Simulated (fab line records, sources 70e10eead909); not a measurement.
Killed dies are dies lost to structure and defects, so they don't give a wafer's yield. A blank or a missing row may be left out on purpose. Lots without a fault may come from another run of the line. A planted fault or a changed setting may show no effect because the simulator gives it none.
fab line records | flow nand_harc
record lots=12 wafers=36 last_day=33
route steps=1302 shown P_STI@109 P_GATE@138 END@1302
lots that met no fault: from a run of the same line without faults
start_h: hours from the record's first day to the start of the lot's first wafer shown | wait_h: hours since the lot's step before | " the same as in the row above | L1.1+2: a row that stands for several wafers | - no value, or no start given | * or withheld: withheld | < > ~ a bound
route shown NAME@n: a module of which the file shows steps, and the number in the route of the first | usual: mean/standard deviation of fault-free wafers | same: alike in all rows | chamber/n: place in a boat | sites: the reading at each site | _std_site: their standard deviation | _edge_site: outer sites' mean less inner sites' | radius_mm: how far each site lies from the wafer's centre | mask NAME#n: copy n | behind: the tool/chamber that last shaped the wafer | hold: why the lot was held/for how many hours/how that ended | device: the transistor (n, p or np) that didn't switch | end of line: the same wafers' tests at the end of the route | a step without rows: its recipe alone | killed: dies lost to structure and defects at the first sort, not the wafer's yield | map: a wafer's dies, x killed, . not, _ none there
set.NAME: the setting as run; set.NAME@STEP: as run at that earlier step | model.NAME: the simulator's own value behind a step, which no gauge read
steps of the route over a sample of lots; a table a step, a row a wafer
services: from which hour (start_h, from the record's first day; less than 0 if before it) a tool's chamber was out of use, for how many hours, and why
## steps
# step NHARC_P_STI_INSPECT_25
# usual raw_defect_count=217/110
# columns lot.wafer tool chamber start_h wait_h raw_defect_count
L230.1 defect_inspect-01 - 84.39 0.4 219
L230.2 " - " " 155
L230.5 " - " " 181
L232.1 defect_inspect-01 - 114.51 0.4 172
L232.2 " - " " 203
L232.5 " - " " 217
L233.2 defect_inspect-02 - 114.51 0.4 177
L233.5 " - " " 148
L233.6 " - " " 230
L234.1 defect_inspect-02 - 129.34 0.4 165
L234.5 " - " " 354
L234.6 " - " " 242
L236.2 defect_inspect-02 - 142.43 0.4 200
L236.3 " - " " 157
L236.6 " - " " 407
L240.2 defect_inspect-01 - 189.27 0.4 194
L240.4 " - " " 226
L240.6 " - " " 127
L241.3 defect_inspect-02 - 189.27 0.4 390
L241.4 " - " " 214
L241.6 " - " " 338
L242.1 defect_inspect-02 - 215.26 0.4 153
L242.3 " - " " 295
L242.4 " - " " 224
L248.1 defect_inspect-02 - 269.22 0.4 157
L248.4 " - " " 170
L248.6 " - " " 205
L249.1 defect_inspect-01 - 275.88 0.4 287
L249.2 " - " " 289
L249.5 " - " " 197
L250.1 defect_inspect-01 - 286.96 0.4 490
L250.4 " - " " 465
L250.5 " - " " 287
L252.1 defect_inspect-01 - 298.43 0.4 222
L252.3 " - " " 146
L252.6 " - " " 157
# step NHARC_P_GATE_EXPOSE_23
# recipe na=1.35 target_cd_nm=120 dose_mj=93.91 mask_id=P_GATE
# same na=1.35
# columns lot.wafer tool chamber start_h wait_h mask
L230.1+2+5 arfi_scanner-01 0 107.83 - P_GATE#0
L233.2+5+6 arfi_scanner-03 0 137.44 - P_GATE#0
L232.1+2+5 arfi_scanner-01 0 138.11 - P_GATE#0
L234.1+5+6 arfi_scanner-02 0 152.08 - P_GATE#0
L236.2+3+6 arfi_scanner-01 0 165.21 - P_GATE#0
L240.2+4+6 arfi_scanner-03 0 212.18 - P_GATE#0
L241.3+4+6 arfi_scanner-02 0 212.34 - P_GATE#0
L242.1+3+4 arfi_scanner-03 0 239.47 - P_GATE#0
L248.1+4+6 arfi_scanner-02 0 294.91 - P_GATE#0
L249.1+2+5 arfi_scanner-01 0 298.76 - P_GATE#0
L250.1+4+5 arfi_scanner-01 0 314.06 - P_GATE#0
L252.1+3+6 arfi_scanner-03 0 322.92 - P_GATE#0
# step NHARC_P_GATE_CD_MEAS_26
# recipe target_cd_nm=120 landing_energy_ev=500
# usual cd_nm=120.6/0.78
# same landing_energy_ev=500
# columns lot.wafer tool chamber start_h wait_h cd_nm
L230.1 cd_sem-03 0 107.97 - 121.5
L230.2 " 0 " " 122.5
L230.5 " 0 " " 121.2
L233.2 cd_sem-02 0 137.58 - 120.7
L233.5 " 0 " " 120.2
L233.6 " 0 " " 119.4
L232.1 cd_sem-03 0 138.25 - 120.7
L232.2 " 0 " " 120.2
L232.5 " 0 " " 120.7
L234.1 cd_sem-03 0 152.22 - 119.8
L234.5 " 0 " " 120.7
L234.6 " 0 " " 121.0
L236.2 cd_sem-03 0 165.35 - 121.3
L236.3 " 0 " " 120.9
L236.6 " 0 " " 120.3
L240.2 cd_sem-03 0 212.32 - 94.7
L240.4 " 0 " " 120.8
L240.6 " 0 " " 120.9
L241.3 cd_sem-01 0 212.47 - 120.2
L241.4 " 0 " " 121.1
L241.6 " 0 " " 120.6
L242.1 cd_sem-01 0 239.61 - 93.4
L242.3 " 0 " " 120.1
L242.4 " 0 " " 119.7
L248.1 cd_sem-02 0 295.05 - 121.9
L248.4 " 0 " " 121.0
L248.6 " 0 " " 120.5
L249.1 cd_sem-02 0 298.90 - 120.0
L249.2 " 0 " " 120.7
L249.5 " 0 " " 121.1
L250.1 cd_sem-03 0 314.20 - 120.1
L250.4 " 0 " " 120.2
L250.5 " 0 " " 120.1
L252.1 cd_sem-01 0 323.06 - 119.9
L252.3 " 0 " " 120.3
L252.6 " 0 " " 120.0
# step NHARC_P_GATE_ETCH_104
# recipe target_depth_a=600 time_s=withheld cf4_flow_sccm=100 chf3_flow_sccm=30 ar_flow_sccm=0 rf_w=500 bias_w=200 chemistry=CF4/CHF3
# usual cf4_flow_sccm=100.0/0.32 drypump_motor_current_A=5.9/0.48 oes_product_au=0.948/0.021 rf_vpp_V=370.2/2.4 showerhead_plenum_p_Torr=1.56/0.065 throttle_valve_pct=16.802/0.0096
# columns lot.wafer tool chamber start_h wait_h cf4_flow_sccm drypump_motor_current_A oes_product_au rf_vpp_V showerhead_plenum_p_Torr throttle_valve_pct
L230.2 rie_diel-05 3 108.25 0.1 99.9 6.4 0.931 368.1 1.53 16.805
L230.1 " 0 " " 100.0 6.5 0.947 369.7 1.51 16.799
L230.5 " 1 " " 100.1 5.2 0.933 373.2 1.65 16.821
L233.2 rie_diel-09 3 137.85 0.1 100.0 6.2 0.979 367.4 1.47 16.793
L233.6 " 1 " " 99.7 6.4 0.985 371.9 1.62 16.792
L233.5 " 2 " " 100.1 5.8 0.976 368.7 1.50 16.791
L232.2 rie_diel-09 3 138.52 0.1 99.8 6.1 0.933 367.3 1.47 16.803
L232.1 " 1 " " 99.9 6.3 0.943 373.3 1.62 16.804
L232.5 " 2 " " 99.7 5.8 0.940 368.9 1.50 16.782
L234.1 rie_diel-09 0 152.50 0.1 99.6 5.9 0.970 367.8 1.50 16.794
L234.5 " 2 " " 99.7 5.8 0.961 366.8 1.50 16.801
L234.6 " 3 " " 100.0 6.2 0.964 367.5 1.47 16.800
L236.3 rie_diel-09 2 165.62 0.1 99.6 5.8 0.957 367.6 1.50 16.798
L236.2 " 0 " " 100.5 5.8 0.960 368.7 1.50 16.781
L236.6 " 1 " " 100.6 6.3 0.962 371.7 1.62 16.798
L240.2 rie_diel-05 3 212.59 0.1 99.6 6.4 0.933 368.2 1.53 16.787
L240.4 " 0 " " 100.1 6.6 0.919 367.4 1.51 16.783
L240.6 " 2 " " 100.5 5.8 0.927 373.4 1.62 16.795
L241.3 rie_diel-09 1 212.74 0.1 100.1 6.3 0.984 371.8 1.62 16.803
L241.4 " 2 " " 100.2 5.8 0.975 369.6 1.50 16.807
L241.6 " 1 " " 99.8 6.3 0.979 371.9 1.62 16.809
L242.3 rie_diel-13 3 239.88 0.1 100.3 5.6 0.972 368.3 1.52 16.811
L242.1 " 1 " " 100.1 5.4 0.971 372.8 1.61 16.808
L242.4 " 2 " " 100.2 6.3 0.955 372.7 1.65 16.813
L248.4 rie_diel-09 3 295.33 0.1 100.1 6.2 0.946 367.9 1.47 16.799
L248.1 " 1 " " 100.4 6.3 0.924 370.5 1.62 16.805
L248.6 " 2 " " 99.9 5.8 0.925 369.0 1.50 16.813
L249.1 rie_diel-13 1 299.18 0.1 100.2 5.4 0.955 371.0 1.61 16.821
L249.2 " 3 " " 100.5 5.6 0.941 368.0 1.52 16.797
L249.5 " 1 " " 99.6 5.4 0.960 371.3 1.61 16.810
L250.4 rie_diel-13 1 314.47 0.1 99.8 5.4 0.932 372.3 1.61 16.792
L250.1 " 2 " " 100.2 6.3 0.920 372.7 1.65 16.807
L250.5 " 1 " " 100.2 5.4 0.930 372.5 1.61 16.797
L252.3 rie_diel-05 0 323.34 0.1 99.7 6.5 0.940 366.1 1.51 16.802
L252.1 " 1 " " 100.5 5.2 0.955 373.8 1.65 16.807
L252.6 " 0 " " 99.7 6.6 0.940 368.9 1.51 16.795
# step NHARC_P_GATE_CD_MEAS_33
# usual cd_nm=121/3.5
# columns lot.wafer tool chamber start_h wait_h cd_nm
L230.1 cd_sem-02 - 108.99 - 124
L230.2 " - " " 124
L230.5 " - " " 122
L233.2 cd_sem-03 - 138.56 - 121
L233.5 " - " " 116
L233.6 " - " " 115
L232.1 cd_sem-03 - 139.23 - 118
L232.2 " - " " 122
L232.5 " - " " 121
L234.1 cd_sem-02 - 153.20 - 122
L234.5 " - " " 121
L234.6 " - " " 118
L236.2 cd_sem-01 - 166.34 - 118
L236.3 " - " " 117
L236.6 " - " " 124
L240.2 cd_sem-02 - 213.30 - 92
L240.4 " - " " 120
L240.6 " - " " 118
L241.3 cd_sem-03 - 213.55 0.2 118
L241.4 " - " " 127
L241.6 " - " " 122
L242.1 cd_sem-01 - 240.59 - 100
L242.3 " - " " 122
L242.4 " - " " 117
L248.1 cd_sem-02 - 296.03 - 121
L248.4 " - " " 126
L248.6 " - " " 126
L249.1 cd_sem-03 - 299.88 - 121
L249.2 " - " " 119
L249.5 " - " " 127
L250.1 cd_sem-02 - 315.18 - 123
L250.4 " - " " 120
L250.5 " - " " 121
L252.1 cd_sem-01 - 324.04 - 125
L252.3 " - " " 120
L252.6 " - " " 125
# step NHARC_P_GATE_ALD_36
# recipe target_thk_a=200 pulse_time_s=60 ald_cycles=223 temp_c=400 material=SiNx
# usual heater_power_w=843/73 precursor_pulse_height_rel=1.000/0.023
# same pulse_time_s=60
# columns lot.wafer tool chamber start_h wait_h heater_power_w precursor_pulse_height_rel
L230.2 ald_sin-01 3 109.45 - 822 0.982
L230.1 " 0 110.50 - 955 1.012
L230.5 " 0 114.70 - 948 1.013
L232.1 ald_sin-01 2 139.68 - 853 0.944
L232.2 " 0 141.78 - 942 0.987
L232.5 " 3 144.93 - 837 0.981
L233.2 ald_sin-02 2 141.13 - 951 0.986
L233.5 " 0 143.24 - 912 0.999
L233.6 " 1 144.30 - 866 0.990
L234.1 ald_sin-04 1 154.71 - 690 0.989
L234.6 " 0 157.87 - 788 1.030
L234.5 " 1 158.93 - 688 0.975
L236.2 ald_sin-02 2 166.79 - 935 1.005
L236.3 " 1 169.97 - 887 0.988
L236.6 " 2 171.03 - 936 1.062
L240.2 ald_sin-02 2 214.84 - 928 1.006
L240.4 " 0 216.99 - 892 1.016
L240.6 " 1 218.07 - 868 0.951
L241.3 ald_sin-04 3 215.07 - 835 0.996
L241.4 " 1 217.18 - 690 1.008
L241.6 " 2 218.23 - 916 1.018
L242.1 ald_sin-01 0 241.05 - 910 1.025
L242.3 " 2 243.09 - 867 0.969
L242.4 " 3 244.12 - 830 1.020
L248.4 ald_sin-01 3 296.49 - 818 0.971
L248.1 " 0 297.54 - 950 0.976
L248.6 " 0 301.74 - 910 1.026
L249.2 ald_sin-04 2 302.46 - 938 0.999
L249.1 " 3 303.52 - 783 0.996
L249.5 " 1 305.64 - 714 1.005
L250.4 ald_sin-01 2 315.64 - 876 0.989
L250.1 " 0 317.74 - 942 0.985
L250.5 " 3 320.90 - 858 0.994
L252.3 ald_sin-02 3 325.56 - 788 1.013
L252.1 " 1 327.64 - 863 1.029
L252.6 " 2 328.69 - 900 0.988
# step NHARC_END_SORT_01
# recipe temp_c=25
# usual killed_at_array=47/18 killed_at_other=0.9/1.1 killed_at_periphery=4/3.1 killed_dies=52/18 killed_open=3.1/1.5 killed_short=2.4/1.5
# same gross_dies=677
# columns lot.wafer tool chamber start_h wait_h killed_at_array killed_at_other killed_at_periphery killed_dies killed_open killed_short
L240.2 prober-01 0 686.02 2.8 26 2 580 608 0 2
L240.4 prober-01 0 687.63 3.4 29 1 5 35 6 2
L240.6 prober-01 0 689.23 4.0 42 1 1 44 5 4
L242.1 prober-02 0 703.80 2.5 28 0 237 265 1 2
L242.3 prober-02 0 705.39 3.1 30 0 6 36 4 1
L242.4 prober-02 0 706.18 3.4 47 0 6 53 5 2
# killed by level:class
L240.2 P_GATE:area_expose=579 A_CHANNEL_HOLE_D1:chamber_film_flake=9 A_CHANNEL_HOLE_D2:chamber_film_flake=8 A_SLIT:chamber_film_flake=2 A_CONTACT:chamber_film_flake=2 A_M1:geometric_particle:short=1 P_M0:chamber_film_flake=1 STARTING-WAFER:geometric_particle:short=1
L240.4 A_CHANNEL_HOLE_D2:chamber_film_flake=8 A_CHANNEL_HOLE_D1:chamber_film_flake=7 A_CONTACT:chamber_film_flake=6 P_M1:geometric_particle:open=2 P_GATE:geometric_particle:open=1 P_M0:geometric_particle:open=1 A_CHANNEL_FILL_D1:geometric_particle:open=1 A_CHANNEL_FILL_D2:geometric_particle:short=1
L240.6 A_CHANNEL_HOLE_D2:chamber_film_flake=17 A_CHANNEL_HOLE_D1:chamber_film_flake=7 A_STAIRCASE:chamber_film_flake=3 A_CHANNEL_FILL_D2:geometric_particle:short=2 A_CONTACT:geometric_particle:open=2 A_DECK1_JOINT:chamber_film_flake=2 A_M0:chamber_film_flake=2 P_M0:geometric_particle:open=1
L242.1 P_GATE:area_expose=231 A_CHANNEL_HOLE_D1:chamber_film_flake=18 P_STI:chamber_film_flake=4 A_STAIRCASE:chamber_film_flake=3 A_CHANNEL_FILL_D2:chamber_film_flake=2 A_WL_FILL:chamber_film_flake=2 P_CONTACT:geometric_particle:open=1 A_CHANNEL_FILL_D1:geometric_particle:short=1
L242.3 A_CHANNEL_HOLE_D1:chamber_film_flake=17 A_STAIRCASE:chamber_film_flake=5 P_STI:chamber_film_flake=2 A_BONDPAD:chamber_film_flake=2 P_CONTACT:geometric_particle:open=1 P_M0:geometric_particle:open=1 A_CHANNEL_FILL_D1:geometric_particle:open=1 A_ONON_D2:geometric_particle:open=1
L242.4 A_CHANNEL_HOLE_D1:chamber_film_flake=33 A_CHANNEL_FILL_D1:geometric_particle:open=3 A_STAIRCASE:chamber_film_flake=3 P_STI:chamber_film_flake=2 P_BONDPAD:chamber_film_flake=2 A_CONTACT:chamber_film_flake=2 P_M0:geometric_particle:short=1 A_ONON_D1:geometric_particle:open=1
## services
# columns tool chamber start_h hours kind
rie_diel-13 3 95.20 3.8 repair
arfi_scanner-03 - 113.61 17.2 repair
ald_sin-04 - 119.47 0.5 repair
ald_sin-02 - 126.54 10.0 pm
arfi_scanner-02 - 140.00 4.0 pm
rie_diel-09 - 143.10 9.0 pm
ald_sin-04 0 148.39 3.2 repair
arfi_scanner-02 - 148.48 0.5 repair
arfi_scanner-03 - 160.16 1.5 repair
rie_diel-05 - 161.51 0.4 repair
rie_diel-13 - 165.00 9.0 pm
ald_sin-01 3 167.14 3.2 repair
arfi_scanner-03 - 196.00 4.0 pm
ald_sin-01 1 198.64 5.0 repair
arfi_scanner-03 - 204.48 0.5 repair
ald_sin-01 - 235.20 0.4 repair
arfi_scanner-03 - 242.85 0.8 repair
arfi_scanner-01 - 252.00 4.0 pm
ald_sin-01 2 259.13 5.4 repair
ald_sin-02 - 267.94 1.6 repair
ald_sin-02 - 288.97 23.7 repair
arfi_scanner-03 - 299.28 1.4 repair
ald_sin-02 - 312.69 10.0 pm
rie_diel-09 - 320.10 9.0 pm
## key
first_sign step=NHARC_P_GATE_CD_MEAS_26 reading=cd_nm direction=down sigmas=34 usual=120.6 struck=94.0
effect step=NHARC_P_GATE_CD_MEAS_33 reading=cd_nm direction=down sigmas=7.1 usual=121 struck=96
effect step=NHARC_END_SORT_01 reading=killed_at_periphery direction=up sigmas=99+ usual=4 struck=408
more_kills_born_at NHARC_P_GATE_EXPOSE_23@arfi_scanner-03=810
met_at NHARC_P_GATE_EXPOSE_23
struck_lots L240,L242
struck_wafers L240.2,L242.1
later_rows_left_out L240.2
tester_left_out L240,L242
not_acting_at NHARC_P_STI_INSPECT_25,NHARC_P_GATE_ETCH_104,NHARC_P_GATE_ALD_36
onset_between 137.44 212.18
fault kind=process_parameter_drift tool=arfi_scanner-03 chamber=- onset_h=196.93 steps=NHARC_P_GATE_EXPOSE_23 channel=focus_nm offset=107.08 shape=step end_h=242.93 scope=struck_wafers_only
# tester_left_out: of these lots the tester's yield and bins aren't shown, on N5 and GAA mostly nor the transistor test; their killed dies are dies lost to structure and defects alone, not to doping, threshold or leakage, so they don't give the yield
# later_rows_left_out: the simulator's readings of these wafers behind a module that went badly wrong aren't trusted and aren't shown, but for the sort
